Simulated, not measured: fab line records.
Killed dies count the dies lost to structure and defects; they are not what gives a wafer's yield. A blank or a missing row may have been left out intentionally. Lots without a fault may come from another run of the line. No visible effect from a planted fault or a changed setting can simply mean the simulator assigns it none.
fab line records	flow n5_finfet
record lots=6	wafers=17	last_day=17
route steps=1938 shown BEOL_M12@1624 PASSIVATION@1936
lots that met no fault: from a run of the same line without faults
start_h: hours from the record's opening day to when the first of the lot's shown wafers began	wait_h: hours elapsed since this lot's preceding step	" as in the row above	L1.1+2: one row covering several wafers at once	- no value, or no start was given	* or withheld: withheld	< > ~ a bound
route shown NAME@n: a module of which the file shows steps, and the number in the route of the first	usual: the fault-free wafers' mean and standard deviation	same: alike in all rows	chamber/n: place in a boat	sites: readings site by site	_std_site: the values' standard deviation	_edge_site: mean of outer sites minus mean of inner sites	radius_mm: how far each site lies from the wafer's centre	mask NAME#n: copy n	behind: the tool/chamber that last shaped the wafer	hold: why the lot went on hold/how many hours it stayed there/how the hold came to an end	device: which transistor (n, p or np) failed to switch	end of line: the tests these same wafers got at the end of their route	a step given without rows: its recipe and nothing more	killed: count of dies lost to structure and defects at first sort (not the wafer's yield)	map: per-die view of a wafer (x killed, . not killed, _ where there is no die)
set.NAME: setting as actually run; set.NAME@STEP: the setting as run at that earlier step	model.NAME: the simulator's own value behind a step, which no gauge read
a table for each step, a row for each wafer; lots at some steps of the route
services: when a tool's chamber went out of use (start_h, in hours from the record's first day, below 0 if earlier), for how many hours, and the reason
## steps
# step N5_BEOL_M12_COAT_66
# recipe resist=SiARC	temp_c=220	time_s=60	spin_rpm=1500	resist_thk_nm=110
# step N5_BEOL_M12_COAT_22
# recipe spin_rpm=2888	resist_thk_nm=300
# step N5_BEOL_M12_EBR_24
# recipe solvent=PGMEA	ebr_width_mm=1.5
# step N5_BEOL_M12_SOFTBAKE_23
# recipe temp_c=130	time_s=60
# step N5_BEOL_M12_EXPOSE_25
# recipe mask_id=M12	na=0.93	source_shape=conventional	sigma_outer=0.4	polarization=unpolarized	dose_mj=21.8
# step N5_BEOL_M12_PEB_26
# recipe peb_temp_c=130	peb_time_s=90
# step N5_BEOL_M12_DEVELOP_27
# recipe develop_time_s=45	rinse_liquid=diw	dry=air_spin	dev_temp_c=21
# step N5_BEOL_M12_HARDBAKE_32
# recipe temp_c=130	time_s=120
# step N5_BEOL_M12_CD_MEAS_28
# recipe target_cd_nm=160.2	landing_energy_ev=500	detector=se_inlens	polarity=opening
# usual cd_nm=160.2/1.8
lot.wafer	tool	chamber	start_h	wait_h	cd_nm
L542.4	cd_sem-02	0	240.79	-	161.0
L542.5	"	0	"	"	157.4
L542.6	"	0	"	"	160.7
L541.2	cd_sem-01	0	243.34	-	159.2
L541.4	"	0	"	"	162.2
L541.6	"	0	"	"	161.4
L546.1	cd_sem-03	0	267.10	-	162.8
L546.2	"	0	"	"	159.7
L546.6	"	0	"	"	161.9
L551.1	cd_sem-01	0	304.90	-	161.6
L551.3	"	0	"	"	159.2
L551.6	"	0	"	"	158.9
L560.5	cd_sem-02	0	355.69	-	158.5
L560.6	"	0	"	"	157.0
L561.1	cd_sem-02	0	364.45	-	155.3
L561.2	"	0	"	"	158.2
L561.5	"	0	"	"	157.8
# step N5_BEOL_M12_OVL_MEAS_29
# recipe points_per_wafer=44
# usual M12_OVL=4/5.6
lot.wafer	tool	chamber	start_h	wait_h	M12_OVL[nm]
L542.4	overlay-02	0	240.81	0.0	4
L542.5	"	0	"	"	-2
L542.6	"	0	"	"	-1
L541.2	overlay-02	0	243.37	0.0	-1
L541.4	"	0	"	"	-1
L541.6	"	0	"	"	0
L546.1	overlay-02	0	267.13	0.0	5
L546.2	"	0	"	"	0
L546.6	"	0	"	"	1
L551.1	overlay-01	0	304.93	0.0	3
L551.3	"	0	"	"	-2
L551.6	"	0	"	"	2
L560.5	overlay-02	0	355.71	0.0	15
L560.6	"	0	"	"	17
L561.1	overlay-01	0	364.48	0.0	3
L561.2	"	0	"	"	5
L561.5	"	0	"	"	0
# step N5_BEOL_M12_INSPECT_30
# recipe mode=adi	inspect_instrument=macro
# usual raw_defect_count=2.0/1.5
lot.wafer	tool	chamber	start_h	wait_h	raw_defect_count
L542.4	defect_inspect-01	-	240.84	0.0	0
L542.5	"	-	"	"	2
L542.6	"	-	"	"	0
L541.2	defect_inspect-01	-	243.39	0.0	3
L541.4	"	-	"	"	0
L541.6	"	-	"	"	1
L546.1	defect_inspect-01	-	267.15	0.0	0
L546.2	"	-	"	"	2
L546.6	"	-	"	"	2
L551.1	defect_inspect-01	-	304.95	0.0	2
L551.3	"	-	"	"	1
L551.6	"	-	"	"	3
L560.5	defect_inspect-02	-	355.74	0.0	4
L560.6	"	-	"	"	1
L561.1	defect_inspect-01	-	364.50	0.0	2
L561.2	"	-	"	"	1
L561.5	"	-	"	"	2
# step N5_BEOL_M12_DESCUM_33
# recipe chemistry=O2	time_s=7.9	source_power_w=50	bias_power_w=20	pressure_mtorr=20	rf_frequency_hz=2.712e+07	temp_c=40	o2_flow_sccm=225
# usual drypump_motor_current_A=5.6/0.58	oes_product_au=0.83/0.082	rf_vpp_V=243.4/1.6	showerhead_plenum_p_Torr=2.12/0.084	throttle_valve_pct=20.29/0.3
lot.wafer	tool	chamber	start_h	wait_h	drypump_motor_current_A	oes_product_au	rf_hours_counter_h	rf_vpp_V	showerhead_plenum_p_Torr	throttle_valve_pct
L542.4	rie_diel-02	0	241.25	0.4	5.7	0.81	93	240.5	2.03	20.13
L542.5	"	2	"	"	5.3	0.85	-	245.0	2.24	20.14
L542.6	"	3	"	"	5.8	0.79	-	243.6	2.09	20.15
L541.2	rie_diel-05	0	243.71	0.3	5.3	0.78	132	241.7	2.01	20.16
L541.4	"	3	"	"	5.4	0.94	11	243.5	2.07	20.12
L541.6	"	1	"	"	4.8	0.86	-	241.7	2.05	19.83
L546.1	rie_diel-05	3	267.32	0.2	5.4	0.90	18	241.0	2.06	20.13
L546.2	"	0	"	"	5.3	0.76	141	241.2	2.01	20.19
L546.6	"	0	"	"	5.3	0.76	-	240.8	2.01	20.19
L551.1	rie_diel-06	1	304.98	0.0	5.1	0.89	25	242.3	2.04	20.08
L551.3	"	2	"	"	6.5	1.00	2	245.8	2.25	20.83
L551.6	"	2	"	"	6.4	1.00	-	245.6	2.25	20.83
L560.5	rie_diel-06	3	355.86	0.1	6.6	0.97	-	243.6	2.17	20.51
L560.6	"	0	"	"	5.0	0.82	-	245.0	2.20	20.16
L561.1	rie_diel-06	2	364.97	0.5	6.4	0.92	25	246.9	2.24	20.87
L561.2	"	0	"	"	5.0	0.80	118	244.3	2.20	20.17
L561.5	"	3	"	"	6.6	0.96	-	245.1	2.17	20.52
# step N5_BEOL_M12_ETCH_67
# recipe chemistry=CF4	target=SiARC	target_depth_a=1430	time_s=238.3	ion_energy_ev=80	pressure_mtorr=40	source_w=545	bias_w=36	Ar_flow_sccm=100	cf4_flow_sccm=100	ends=cleared
# usual bias_w=36.01/0.098	drypump_motor_current_A=5.6/0.58	etch_rf_on_time_s=238/6.8	oes_product_au=0.71/0.07	rf_vpp_V=184.2/1.3	showerhead_plenum_p_Torr=2.16/0.075	throttle_valve_pct=15.43/0.26
lot.wafer	tool	chamber	start_h	wait_h	bias_w	drypump_motor_current_A	etch_rf_on_time_s	oes_product_au	rf_hours_counter_h	rf_vpp_V	showerhead_plenum_p_Torr	throttle_valve_pct
L542.4	rie_diel-02	0	241.29	0.0	35.97	5.7	230	0.70	93	184.7	2.08	15.31
L542.5	"	2	"	"	35.91	5.4	243	0.72	-	186.2	2.26	15.15
L542.6	"	3	"	"	35.87	5.8	234	0.67	-	184.5	2.14	15.42
L541.2	rie_diel-05	0	243.75	0.0	35.97	5.2	248	0.65	132	184.1	2.06	15.33
L541.4	"	3	"	"	36.06	5.4	246	0.78	11	184.9	2.11	15.20
L541.6	"	1	"	"	35.93	4.8	237	0.74	-	183.2	2.10	15.09
L546.1	rie_diel-05	3	267.36	0.0	36.03	5.4	244	0.78	18	183.2	2.11	15.20
L546.2	"	0	"	"	36.00	5.2	251	0.64	141	183.7	2.06	15.36
L546.6	"	0	"	"	36.08	5.3	249	0.64	-	182.8	2.06	15.36
L551.1	rie_diel-06	1	305.02	0.0	36.03	5.1	226	0.76	25	183.1	2.10	15.28
L551.3	"	2	"	"	36.03	6.5	230	0.85	2	186.6	2.29	15.80
L551.6	"	2	"	"	36.14	6.5	229	0.85	-	184.3	2.29	15.81
L560.5	rie_diel-06	3	355.95	0.1	36.07	6.6	146	1.10	-	182.5	2.19	15.49
L560.6	"	0	"	"	36.02	5.0	146	0.93	-	185.6	2.24	15.39
L561.1	rie_diel-06	2	365.00	0.0	35.95	6.5	231	0.79	26	187.3	2.28	15.86
L561.2	"	0	"	"	35.79	5.0	146	0.94	118	185.2	2.24	15.40
L561.5	"	3	"	"	35.98	6.6	145	1.09	-	183.8	2.18	15.49
# step N5_BEOL_M12_ETCH_68
# recipe chemistry=N2/H2	target=SOC	mask_material=SiARC	source_w=3000	bias_w=350	temp_c=40	time_s=285	ion_energy_ev=200	pressure_mtorr=30	n2_flow_sccm=200	h2_flow_sccm=200
# usual bias_w=350.0/1.2	drypump_motor_current_A=5.6/0.58	oes_product_au=0.83/0.079	rf_vpp_V=524.4/2.8	showerhead_plenum_p_Torr=2.56/0.094	throttle_valve_pct=17.55/0.26
lot.wafer	tool	chamber	start_h	wait_h	bias_w	drypump_motor_current_A	oes_product_au	rf_hours_counter_h	rf_vpp_V	showerhead_plenum_p_Torr	throttle_valve_pct
L542.4	rie_diel-02	0	241.43	0.1	351.3	5.7	0.81	93	523.4	2.46	17.34
L542.5	"	2	"	"	349.1	5.3	0.85	-	527.9	2.68	17.24
L542.6	"	3	"	"	348.2	5.8	0.78	-	523.5	2.55	17.65
L541.2	rie_diel-05	0	243.89	0.1	350.5	5.3	0.77	132	520.0	2.45	17.63
L541.4	"	3	"	"	350.1	5.4	0.92	11	522.3	2.50	17.42
L541.6	"	1	"	"	349.6	4.9	0.86	-	522.1	2.48	17.10
L546.1	rie_diel-05	3	267.50	0.1	349.3	5.4	0.90	18	522.5	2.50	17.43
L546.2	"	0	"	"	349.1	5.2	0.77	141	519.8	2.45	17.64
L546.6	"	0	"	"	348.3	5.2	0.77	-	520.7	2.44	17.63
L551.1	rie_diel-06	1	305.16	0.1	351.3	5.1	0.88	26	522.2	2.49	17.36
L551.3	"	2	"	"	350.2	6.5	0.99	2	528.8	2.71	17.89
L551.6	"	2	"	"	350.0	6.5	0.99	-	529.8	2.71	17.92
L560.5	rie_diel-06	3	356.11	0.1	348.9	6.7	0.96	-	525.2	2.58	17.51
L560.6	"	0	"	"	350.3	5.0	0.81	-	528.1	2.67	17.47
L561.1	rie_diel-06	2	365.15	0.1	350.6	6.5	0.90	26	527.3	2.70	17.95
L561.2	"	0	"	"	348.4	5.0	0.81	119	526.7	2.67	17.51
L561.5	"	3	"	"	348.5	6.7	0.96	-	524.8	2.58	17.51
# step N5_PASSIVATION_PROBE_49
# usual defect_limited_yield=91.2/1.6	killed_at_M0_to_M3=34/11	killed_at_M4_up=14/5.7	killed_at_contacts=14/6.6	killed_at_front_end=37/10	killed_at_other=4/3.2	killed_dies=104/19	killed_open=69/13	killed_short=33/8.7	sort_bin_5_function=5.1/1	sort_bin_6_memory=3.3/0.76	sort_n_pass=1076/19	sort_yield_pct=91.2/1.6
# same gross_dies=1180	killed_at_back_side=0	sort_bin_4_leakage[%]=0	sort_bin_8_speed[%]=0
lot.wafer	tool	chamber	start_h	wait_h	defect_limited_yield[%]	killed_at_M0_to_M3	killed_at_M4_up	killed_at_contacts	killed_at_front_end	killed_at_other	killed_dies	killed_open	killed_short	sort_bin_5_function[%]	sort_bin_6_memory[%]	sort_n_pass	sort_yield_pct[%]
L541.2	prober-01	-	275.85	0.1	93.2	29	4	11	32	4	80	56	24	4.2	2.4	1100	93.2
L541.4	prober-01	-	275.95	0.2	94.2	18	12	6	31	2	69	46	23	3.4	2.2	1111	94.2
L541.6	prober-01	-	276.05	0.3	91.3	28	14	16	45	0	103	80	23	5.3	3.1	1077	91.3
L542.4	prober-02	-	275.91	0.2	93.0	17	18	14	25	9	83	48	30	4.0	2.6	1097	93.0
L542.5	prober-02	-	275.96	0.2	91.7	32	22	5	37	2	98	70	26	5.0	3.1	1082	91.7
L542.6	prober-02	-	276.01	0.3	93.1	13	9	7	50	3	82	53	25	4.1	2.5	1098	93.1
L546.1	prober-02	-	305.00	0.0	92.1	30	12	17	32	2	93	68	25	5.1	2.6	1087	92.1
L546.2	prober-02	-	305.05	0.1	90.4	37	12	21	38	5	113	70	40	5.4	3.7	1067	90.4
L546.6	prober-02	-	305.25	0.3	92.3	35	18	11	26	1	91	58	33	4.4	2.8	1089	92.3
L551.1	prober-02	-	343.82	0.0	90.6	28	11	16	52	4	111	69	31	5.4	2.7	1069	90.6
L551.3	prober-02	-	343.92	0.1	91.6	18	7	27	47	0	99	61	31	4.2	3.1	1081	91.6
L551.6	prober-02	-	344.07	0.3	92.8	26	12	9	30	8	85	50	30	4.3	2.7	1095	92.8
L560.5	prober-02	-	395.13	0.2	91.4	42	18	15	20	7	102	72	26	5.3	3.1	1078	91.4
L560.6	prober-02	-	395.18	0.3	92.5	30	25	7	19	7	88	61	26	4.4	2.9	1092	92.5
L561.1	prober-02	-	404.19	0.4	87.9	46	9	19	64	5	143	107	36	6.6	4.8	1037	87.9
L561.2	prober-02	-	404.24	0.4	90.1	36	8	7	64	2	117	74	43	5.8	3.8	1063	90.1
L561.5	prober-02	-	404.39	0.6	89.9	40	12	12	53	2	119	74	45	6.1	3.7	1061	89.9
# killed by level:class
L541.2 STI_FIN_REVEAL:geometric_particle:open=18 BEOL_M1:geometric_particle:open=9 MOL_CONTACT_COAG:geometric_particle:open=8 BEOL_M0_SAQP:geometric_particle:open=4 BEOL_M3:geometric_particle:open=4 STI_FIN_REVEAL:geometric_particle:short=3 MOL_CONTACT_COAG:geometric_particle:short=3 BEOL_M1:geometric_particle:short=3
L542.4 MOL_CONTACT_COAG:geometric_particle:open=10 STI_FIN_REVEAL:geometric_particle:open=6 BEOL_M0_SAQP:geometric_particle:short=5 BEOL_M4:geometric_particle:open=5 GATE_CUT:geometric_particle:short=4 MOL_CONTACT_COAG:geometric_particle:short=4 MIM_BOT:geometric_particle:short=4 BEOL_M1:geometric_particle:open=3
L541.4 FIN_SAQP:geometric_particle:short=10 STI_FIN_REVEAL:geometric_particle:open=7 MOL_CONTACT_COAG:geometric_particle:open=6 BEOL_M4:geometric_particle:open=6 FIN_SAQP:geometric_particle:open=5 BEOL_M0_SAQP:geometric_particle:open=5 BEOL_M1:geometric_particle:open=5 DUMMY_GATE:geometric_particle:open=4
L542.5 STI_FIN_REVEAL:geometric_particle:open=16 BEOL_M0_SAQP:geometric_particle:short=8 BEOL_M4:geometric_particle:open=7 FIN_SAQP:geometric_particle:open=6 BEOL_M1:geometric_particle:open=6 BEOL_M0_SAQP:geometric_particle:open=5 BEOL_M5:geometric_particle:open=5 MOL_CONTACT_COAG:geometric_particle:open=4
L542.6 STI_FIN_REVEAL:geometric_particle:open=14 FIN_SAQP:geometric_particle:short=8 FIN_SAQP:geometric_particle:open=6 MOL_CONTACT_COAG:geometric_particle:open=6 DUMMY_GATE:geometric_particle:open=5 BEOL_M4:geometric_particle:open=5 STI_FIN_REVEAL:geometric_particle:short=3 DUMMY_GATE:geometric_particle:short=3
L541.6 STI_FIN_REVEAL:geometric_particle:open=21 MOL_CONTACT_COAG:geometric_particle:open=12 FIN_SAQP:geometric_particle:open=9 BEOL_M4:geometric_particle:open=9 BEOL_M2:geometric_particle:open=5 FIN_SAQP:geometric_particle:short=4 BEOL_M0_SAQP:geometric_particle:open=4 MOL_CONTACT_COAG:geometric_particle:short=4
L546.1 MOL_CONTACT_COAG:geometric_particle:open=13 BEOL_M1:geometric_particle:open=10 STI_FIN_REVEAL:geometric_particle:open=7 BEOL_M2:geometric_particle:open=6 GATE_CUT:geometric_particle:short=5 BEOL_M0_SAQP:geometric_particle:open=5 BEOL_M4:geometric_particle:open=5 GATE_CUT:geometric_particle:open=4
L546.2 MOL_CONTACT_COAG:geometric_particle:open=12 BEOL_M0_SAQP:geometric_particle:short=10 BEOL_M0_SAQP:geometric_particle:open=10 STI_FIN_REVEAL:geometric_particle:open=9 MOL_CONTACT_COAG:geometric_particle:short=9 BEOL_M2:geometric_particle:open=9 BEOL_M4:geometric_particle:open=8 GATE_CUT:geometric_particle:short=6
L546.6 MOL_CONTACT_COAG:geometric_particle:open=8 BEOL_M0_SAQP:geometric_particle:open=8 BEOL_M3:geometric_particle:open=7 FIN_SAQP:geometric_particle:short=6 BEOL_M1:geometric_particle:open=6 GATE_CUT:geometric_particle:short=5 BEOL_M0_SAQP:geometric_particle:short=5 BEOL_M5:geometric_particle:open=5
L551.1 FIN_SAQP:geometric_particle:open=16 MOL_CONTACT_COAG:geometric_particle:open=13 BEOL_M2:geometric_particle:open=9 HKMG_FIN:area_etch=7 FIN_SAQP:geometric_particle:short=6 ILD0:geometric_particle:short=5 BEOL_M0_SAQP:geometric_particle:open=5 GATE_CUT:geometric_particle:short=4
L551.3 MOL_CONTACT_COAG:geometric_particle:open=20 GATE_CUT:geometric_particle:short=8 FIN_SAQP:geometric_particle:open=7 DUMMY_GATE:geometric_particle:open=7 MOL_CONTACT_COAG:geometric_particle:short=7 FIN_SAQP:geometric_particle:short=6 HKMG_FIN:area_etch=6 BEOL_M0_SAQP:geometric_particle:open=5
L551.6 FIN_SAQP:geometric_particle:open=12 MOL_CONTACT_COAG:geometric_particle:open=8 BEOL_M0_SAQP:geometric_particle:open=7 BEOL_M1:geometric_particle:open=5 BEOL_M2:geometric_particle:open=5 FIN_SAQP:geometric_particle:short=4 GATE_CUT:geometric_particle:short=4 BEOL_M0_SAQP:geometric_particle:short=4
L560.5 MOL_CONTACT_COAG:geometric_particle:open=15 BEOL_M1:geometric_particle:open=11 BEOL_M4:geometric_particle:open=10 BEOL_M0_SAQP:geometric_particle:short=8 BEOL_M2:geometric_particle:open=7 FIN_SAQP:geometric_particle:open=5 STI_FIN_REVEAL:geometric_particle:open=5 BEOL_M1:geometric_particle:short=5
L560.6 BEOL_M4:geometric_particle:open=12 BEOL_M3:geometric_particle:open=8 STI_FIN_REVEAL:geometric_particle:open=7 MOL_CONTACT_COAG:geometric_particle:open=5 FIN_SAQP:geometric_particle:open=4 BEOL_M0_SAQP:geometric_particle:open=4 BEOL_M0_SAQP:geometric_particle:short=4 BEOL_M1:geometric_particle:open=4
L561.1 STI_FIN_REVEAL:geometric_particle:open=30 MOL_CONTACT_COAG:geometric_particle:open=15 BEOL_M1:geometric_particle:open=12 BEOL_M3:geometric_particle:open=11 FIN_SAQP:geometric_particle:open=10 FIN_SAQP:geometric_particle:short=10 BEOL_M2:geometric_particle:open=8 MOL_CONTACT_COAG:geometric_particle:short=4
L561.2 STI_FIN_REVEAL:geometric_particle:open=22 FIN_SAQP:geometric_particle:short=13 BEOL_M2:geometric_particle:open=8 BEOL_M1:geometric_particle:open=7 FIN_SAQP:geometric_particle:open=6 STI_FIN_REVEAL:geometric_particle:short=6 BEOL_M0_SAQP:geometric_particle:short=6 MOL_CONTACT_COAG:geometric_particle:open=5
L561.5 STI_FIN_REVEAL:geometric_particle:open=14 BEOL_M3:geometric_particle:open=10 FIN_SAQP:geometric_particle:open=9 BEOL_M1:geometric_particle:open=8 MOL_CONTACT_COAG:geometric_particle:open=8 BEOL_M0_SAQP:geometric_particle:open=8 FIN_SAQP:geometric_particle:short=7 STI_FIN_REVEAL:geometric_particle:short=5
## services
tool	chamber	start_h	hours	kind
rie_diel-06	1	223.23	-	clean
rie_diel-06	1	223.23	-	consumable_replace:focus_ring
rie_diel-06	1	223.23	18.1	scheduled_down
rie_diel-06	1	223.23	18.1	vent_cycle
rie_diel-05	-	250.18	0.4	repair
rie_diel-02	1	268.76	-	clean
rie_diel-02	1	268.76	-	consumable_replace:focus_ring
rie_diel-02	1	268.76	20.5	scheduled_down
rie_diel-02	1	268.76	20.5	vent_cycle
rie_diel-06	2	280.14	-	clean
rie_diel-06	2	280.14	-	consumable_replace:focus_ring
rie_diel-06	2	280.14	-	consumable_replace:showerhead
rie_diel-06	2	280.14	20.4	scheduled_down
rie_diel-06	2	280.14	20.4	vent_cycle
rie_diel-06	3	300.71	-	clean
rie_diel-06	3	300.71	-	consumable_replace:focus_ring
rie_diel-06	3	300.71	15.2	scheduled_down
rie_diel-06	3	300.71	15.2	vent_cycle
rie_diel-05	2	325.98	13.5	repair
rie_diel-05	-	330.64	3.9	repair
rie_diel-05	3	336.29	3.1	repair
## key
first_sign step=N5_BEOL_M12_ETCH_67	reading=etch_rf_on_time_s	direction=down	sigmas=13	usual=*	struck=*
effect step=N5_BEOL_M12_ETCH_67	reading=oes_product_au	direction=up	sigmas=4.4	usual=0.71	struck=1.01
met_at N5_BEOL_M12_ETCH_67
struck_wafers L560.5,L560.6,L561.2,L561.5
onset_between 305.02 355.95
fault kind=process_parameter_drift	tool=rie_diel-06	chamber=-	onset_h=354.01	steps=N5_BEOL_M12_ETCH_67	channel=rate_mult	offset=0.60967	shape=step	end_h=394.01	scope=struck_wafers_only
